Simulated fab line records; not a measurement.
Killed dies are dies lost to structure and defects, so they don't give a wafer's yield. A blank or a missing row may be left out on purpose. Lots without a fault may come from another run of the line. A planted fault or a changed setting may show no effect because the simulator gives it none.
What tool caused it? + flow nandHarc + 36 wafers from 12 lots sampled at 6 of the route's 1159 steps

WHAT THE GAUGES SHOWED, per wafer
NHARC_END_SORT_01. Usual: defectLimitedYield 95.7 %, standard deviation 1.5; killedAtArray 25, standard deviation 9.8; killedAtOther 0.8, standard deviation 1.1; killedAtPeriphery 3.3, standard deviation 2.1; killedDies 29, standard deviation 10; killedOpen 3.3, standard deviation 1.8; killedShort 1.9, standard deviation 1.4; sort_bin_2_pct 1.3 %, standard deviation 0.6; sort_bin_3_pct 0.25 %, standard deviation 0.23; sort_bin_4_pct 2.8 %, standard deviation 0.97; sortNPass 648, standard deviation 10; sortRimYieldPct 95 %, standard deviation 3.2; sortYieldPct 95.7 %, standard deviation 1.5.
| lot  | measured     | on        | defectLimitedYield (%) | killedAtArray | killedAtOther | killedAtPeriphery | killedDies | killedOpen | killedShort | sort_bin_2_pct (%) | sort_bin_3_pct (%) | sort_bin_4_pct (%) | sortNPass   | sortRimYieldPct (%) | sortYieldPct (%) | flag |
|------|--------------|-----------|------------------------|---------------|---------------|-------------------|------------|------------|-------------|--------------------|--------------------|--------------------|-------------|---------------------|------------------|------|
| L358 | day 21 22:04 | prober-02 | 96.5 97.2 96.8         | 22 17 19      | 0 1 1         | 2 1 2             | 24 19 22   | 5 3 3      | 5 2 3       | 1.2 0.9 0.9        | 0.15 0 0.44        | 2.2 1.9 1.9        | 653 658 655 | 93 94 94            | 96.5 97.2 96.8   |      |

WHICH TOOL RAN EACH LOT (tool, then ch and the chambers of the sampled wafers, then the start)
| lot  | NHARC_P_M1_DEP_33               | NHARC_P_M2_ETCH_28                           | NHARC_P_M2_PVD_21                      | NHARC_P_M2_ECD_22             | NHARC_P_M2_CMP_23            |
|------|---------------------------------|----------------------------------------------|----------------------------------------|-------------------------------|------------------------------|
| L349 | pecvd-03 ch 0,1,2, day 6 12:43  | rieDiel-03 ch 1,2,3, day 6 15:41 or earlier  | pvdSputter-03, day 6 15:41 or earlier  | ecdCu-01 ch 0,1, day 6 15:41  | cmp-01 ch 0,3, day 6 16:16   |
| L352 | pecvd-04 ch 0,1,2, day 6 23:19  | rieDiel-06 ch 1,2, day 7 02:22 or earlier    | pvdSputter-03, day 7 02:22 or earlier  | ecdCu-02 ch 0,1, day 7 02:22  | cmp-03 ch 2,3, day 7 03:04   |
| L353 | pecvd-04 ch 1,2, day 7 10:01    | rieDiel-03 ch 0,2, day 7 12:56 or earlier    | pvdSputter-03, day 7 12:56 or earlier  | ecdCu-02 ch 0,1, day 7 12:56  | cmp-01 ch 1,2, day 7 13:41   |
| L354 | pecvd-04 ch 0,1,2, day 7 17:50  | rieDiel-03 ch 0,1,2, day 7 20:46 or earlier  | pvdSputter-03, day 7 20:46 or earlier  | ecdCu-01 ch 0,1, day 7 20:46  | cmp-03 ch 0,2,3, day 7 21:30 |
| L355 | pecvd-04 ch 0,1,2, day 7 18:24  | rieDiel-03 ch 0,1, day 7 21:22 or earlier    | pvdSputter-03, day 7 21:22 or earlier  | ecdCu-02 ch 0,1, day 7 21:22  | cmp-01 ch 1,3, day 7 22:01   |
| L358 | pecvd-04 ch 0,2, day 8 12:34    | rieDiel-06 ch 0,1,2, day 8 15:36 or earlier  | pvdSputter-01, day 8 15:36 or earlier  | ecdCu-01 ch 0,1, day 8 15:36  | cmp-03 ch 0,1,3, day 8 16:29 |
| L357 | pecvd-04 ch 0,1,2, day 8 23:34  | rieDiel-06 ch 0,3, day 9 02:27 or earlier    | pvdSputter-02, day 9 02:27 or earlier  | ecdCu-01 ch 0,1, day 9 02:27  | cmp-03 ch 1,3, day 9 03:08   |
| L363 | pecvd-04 ch 0,1,2, day 10 09:19 | rieDiel-06 ch 0,2, day 10 12:11 or earlier   | pvdSputter-02, day 10 12:11 or earlier | ecdCu-02 ch 0,1, day 10 12:11 | cmp-02 ch 0,2, day 10 12:56  |
| L365 | pecvd-04 ch 1,2, day 10 09:46   | rieDiel-06 ch 0,2,3, day 10 12:47 or earlier | pvdSputter-01, day 10 12:47 or earlier | ecdCu-01 ch 1, day 10 12:47   | cmp-02 ch 0,1, day 10 13:28  |
| L364 | pecvd-03 ch 0,1, day 10 10:04   | rieDiel-06 ch 0,3, day 10 13:14 or earlier   | pvdSputter-01, day 10 13:14 or earlier | ecdCu-01 ch 0,1, day 10 13:14 | cmp-02 ch 2,3, day 10 13:56  |
| L366 | pecvd-02 ch 0,2, day 10 17:49   | rieDiel-06 ch 1,2,3, day 10 20:50 or earlier | pvdSputter-03, day 10 20:50 or earlier | ecdCu-01 ch 0,1, day 10 20:50 | cmp-01 ch 0,1, day 10 21:34  |
| L369 | pecvd-04 ch 0,2, day 11 05:58   | rieDiel-03 ch 0,2, day 11 08:51 or earlier   | pvdSputter-01, day 11 08:51 or earlier | ecdCu-02 ch 0,1, day 11 08:51 | cmp-02 ch 0,3, day 11 09:34  |
- NHARC_P_M1_DEP_33: deposits SiCN, target thk 30 nm.
- NHARC_P_M2_ETCH_28: etches the open film in CF4/N2, target depth 30 nm, time 72.99 s.
- NHARC_P_M2_PVD_21: deposits Cu, target thk 30 nm, time 20.49 s.
- NHARC_P_M2_ECD_22: material Cu, target thk 400 nm.
- NHARC_P_M2_CMP_23: polishes, t overpolish 20 s, target thk 144.3 nm.

WHAT THE TOOLS THEMSELVES READ (means of the sampled wafers that have a number; where no wafer has one, the mark that the record gives instead)
NHARC_P_M1_DEP_33. Usual: 601 W for heaterPowerW, sd 54.
| lot  | tool     | heaterPowerW (W) | flag |
|------|----------|------------------|------|
| L349 | pecvd-03 | 547              |      |
| L352 | pecvd-04 | 629              |      |
| L353 | pecvd-04 | 637              |      |
| L354 | pecvd-04 | 620              |      |
| L355 | pecvd-04 | 644              |      |
| L358 | pecvd-04 | 626              |      |
| L357 | pecvd-04 | 667              |      |
| L363 | pecvd-04 | 579              |      |
| L365 | pecvd-04 | 608              |      |
| L364 | pecvd-03 | 534              |      |
| L366 | pecvd-02 | 597              |      |
| L369 | pecvd-04 | 631              |      |

NHARC_P_M2_ETCH_28. Usual: drypumpMotorCurrentA 5.6 A, standard deviation 0.47; oesProductAu 0.999 a.u., standard deviation 0.0085; rfVppV 314.5 V, standard deviation 1.9; showerheadPlenumPTorr 2.65 Torr, standard deviation 0.1; throttleValvePct 19.795 %, standard deviation 0.0086.
| lot  | tool       | drypumpMotorCurrentA (A) | oesProductAu (a.u.) | rfVppV (V) | showerheadPlenumPTorr (Torr) | throttleValvePct (%) | flag |
|------|------------|--------------------------|---------------------|------------|------------------------------|----------------------|------|
| L349 | rieDiel-03 | 5.8                      | 0.996               | 316.3      | 2.76                         | 19.785               |      |
| L352 | rieDiel-06 | 6.1                      | 1.013               | 312.9      | 2.57                         | 19.795               |      |
| L353 | rieDiel-03 | 5.4                      | 0.987               | 315.4      | 2.65                         | 19.799               |      |
| L354 | rieDiel-03 | 5.5                      | 0.990               | 314.9      | 2.67                         | 19.803               |      |
| L355 | rieDiel-03 | 5.5                      | 0.997               | 314.2      | 2.70                         | 19.799               |      |
| L358 | rieDiel-06 | 5.6                      | 1.002               | 314.5      | 2.58                         | 19.788               |      |
| L357 | rieDiel-06 | 5.0                      | 0.996               | 313.8      | 2.65                         | 19.813               |      |
| L363 | rieDiel-06 | 5.8                      | 1.010               | 314.0      | 2.62                         | 19.795               |      |
| L365 | rieDiel-06 | 5.5                      | 0.995               | 314.7      | 2.64                         | 19.797               |      |
| L364 | rieDiel-06 | 5.0                      | 1.001               | 314.3      | 2.65                         | 19.796               |      |
| L366 | rieDiel-06 | 5.8                      | 1.007               | 313.3      | 2.59                         | 19.798               |      |
| L369 | rieDiel-03 | 5.4                      | 0.991               | 314.4      | 2.64                         | 19.797               |      |

NHARC_P_M2_PVD_21. Usual: 29.7 % for throttleValvePct, sd 0.88.
| lot  | tool          | throttleValvePct (%) | flag |
|------|---------------|----------------------|------|
| L349 | pvdSputter-03 | 29.8                 |      |
| L352 | pvdSputter-03 | 29.4                 |      |
| L353 | pvdSputter-03 | 29.5                 |      |
| L354 | pvdSputter-03 | 29.7                 |      |
| L355 | pvdSputter-03 | 29.6                 |      |
| L358 | pvdSputter-01 | 30.0                 |      |
| L357 | pvdSputter-02 | 29.2                 |      |
| L363 | pvdSputter-02 | 30.0                 |      |
| L365 | pvdSputter-01 | 29.6                 |      |
| L364 | pvdSputter-01 | 29.5                 |      |
| L366 | pvdSputter-03 | 30.7                 |      |
| L369 | pvdSputter-01 | 29.9                 |      |

NHARC_P_M2_CMP_23. Usual: motorCurrentA 12.5 A, standard deviation 1.3; retainingRingPressureFrac 1.000, standard deviation 0.0052; timeToEndpointS 28.5 s, standard deviation 1.6.
| lot  | tool   | motorCurrentA (A) | retainingRingPressureFrac | timeToEndpointS (s) | flag |
|------|--------|-------------------|---------------------------|---------------------|------|
| L349 | cmp-01 | 10.8              | 1.001                     | 27.6                |      |
| L352 | cmp-03 | 13.6              | 0.997                     | 27.6                |      |
| L353 | cmp-01 | 12.0              | 1.002                     | 28.2                |      |
| L354 | cmp-03 | 12.7              | 0.993                     | 28.6                |      |
| L355 | cmp-01 | 12.8              | 1.001                     | 28.8                |      |
| L358 | cmp-03 | 13.4              | 1.005                     | 30.5                |      |
| L357 | cmp-03 | 13.6              | 0.997                     | 28.0                |      |
| L363 | cmp-02 | 13.1              | 1.006                     | 28.9                |      |
| L365 | cmp-02 | 14.3              | 1.003                     | 23.2                | OFF  |
| L364 | cmp-02 | 12.2              | 0.996                     | 20.2                | OFF  |
| L366 | cmp-01 | 11.3              | 0.999                     | 22.9                | OFF  |
| L369 | cmp-02 | 12.0              | 1.002                     | 29.7                |      |

THE ANSWER, worked out from the rows above alone
Rule: a lot is off if the mean of its wafers that have a number lies more than 3 standard deviations from the usual mean. Also off: a lot with no number at a reading for which 4 or more lots have one. Where the step has rows for the other lots, those lots are counted as sound. First the gauges in route order, then the tools' own readings, where a lot's mean is used as printed above. The first step at which some lot is off is used, and at that step the reading that is off furthest; a lot without a number counts as furthest.
Off at NHARC_P_M2_CMP_23 (timeToEndpointS): L365, L364, L366.
If a tool, at that step or one of the process steps before it, ran each lot that is off and ran no sound lot following the first of them, it fits. NHARC_P_M2_ETCH_28: start missing for some lots; hours and lot order therefore follow NHARC_P_M2_ECD_22. NHARC_P_M2_PVD_21: start missing for some lots; hours and lot order therefore follow NHARC_P_M2_ECD_22. Can't be told from this: 2 tools fit, rieDiel-06 at NHARC_P_M2_ETCH_28, ecdCu-01 at NHARC_P_M2_ECD_22.

WHAT THE SIMULATOR HAD PUT IN
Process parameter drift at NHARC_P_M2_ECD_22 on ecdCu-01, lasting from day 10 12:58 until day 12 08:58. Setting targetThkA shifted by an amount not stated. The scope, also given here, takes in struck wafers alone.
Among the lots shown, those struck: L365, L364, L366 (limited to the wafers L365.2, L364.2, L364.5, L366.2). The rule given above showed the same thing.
